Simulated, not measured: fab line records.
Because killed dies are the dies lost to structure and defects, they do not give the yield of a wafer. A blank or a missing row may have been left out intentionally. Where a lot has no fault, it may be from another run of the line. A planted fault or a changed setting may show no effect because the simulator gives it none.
Problem report in the 8D (eight disciplines) form, filled by code ; flow n5-finfet ; the parts of the form that need people (team, actions taken, sign-off) are left out

1. PROBLEM STATEMENT
Mean of spin-speed-rpm at N5_BEOL_M11_COAT_60: 1701.5 rpm across 6 wafers in 2 lots; on wafers with no fault it is 1500.0 rpm (standard deviation 1). That is +99 or more standard deviations from the usual mean.
The step: time 60 s, resist thk 30 nm.
First seen on wafer L804.1, day 14 20:59, on litho-track-03. The record has a number at this step for 36 wafers belonging to 13 lots. Rule for "out" (also "out of limits"): further than 4 standard deviations from the usual mean. Any other wafer with a number is counted as sound.

2. WHAT THIS IS AND IS NOT
question;is;is not
which readings at this step;spin-speed-rpm;chill-plate-temp-C
which lots;L801, L804;L790, L792, L793, L794, L796, L797, L798, L803, L806, L810, L811
which wafers of those lots;all that have a number;-
read on which tools;litho-track-03;litho-track-01, litho-track-02
when;from day 14 20:59;"up to then (21 sound wafers); but 9 sound wafers of L806, L810, L811 came after"

3. THE SUSPECTS, EACH WITH WHAT RULES IT OUT
Counting: a tool at a process step up to the reading stays a suspect if it ran every lot that is out and no sound lot after the first of them.
- pvd-sputter-02 at N5_BEOL_M10_DEGAS_44 (time 60 s): ruled out as a lasting fault. Sound lots L806, L810 ran on it after its first lot that is out, L801 (day 14 15:15).
- litho-track-03 at N5_BEOL_M11_COAT_60 (time 60 s, resist thk 30 nm): kept. All lots that are out passed through it, beginning with L804 at day 14 20:59, and no sound lot followed; its final sound lot before that point was L803 at day 14 18:55. On those wafers its own readings are out: spin-speed-rpm.
Left after counting: litho-track-03 at N5_BEOL_M11_COAT_60.

4. THE CAUSE (what the simulator had put in)
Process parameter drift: litho-track-03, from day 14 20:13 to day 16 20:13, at N5_BEOL_M11_COAT_60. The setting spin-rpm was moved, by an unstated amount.
After counting, this tool was the only one left.

5. SEQUENCE OF EFFECTS, ordered by route
Each row: a reading where the mean over the struck wafers with a number is more than 3 standard deviations away from the usual. Only readings whose record carries a usual standard deviation are examined. hours: median over the lots of the time between each lot's start at the first step of this table that gives one and its start at this step. sigmas: the change, counted in usual standard deviations.
hours;step;reading;usual;on struck wafers;change;sigmas
0;N5_BEOL_M11_COAT_60;spin-speed-rpm;1500.0 rpm;1701.5;+201.5;+99 or more
It contains these process steps:
- N5_BEOL_M11_COAT_60: time 60 s, resist thk 30 nm.

6. HOW IT WOULD HAVE BEEN CAUGHT EARLIER
In this record the first reading out of limits was taken at day 14 20:59, 1 hour after the fault began at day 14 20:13.
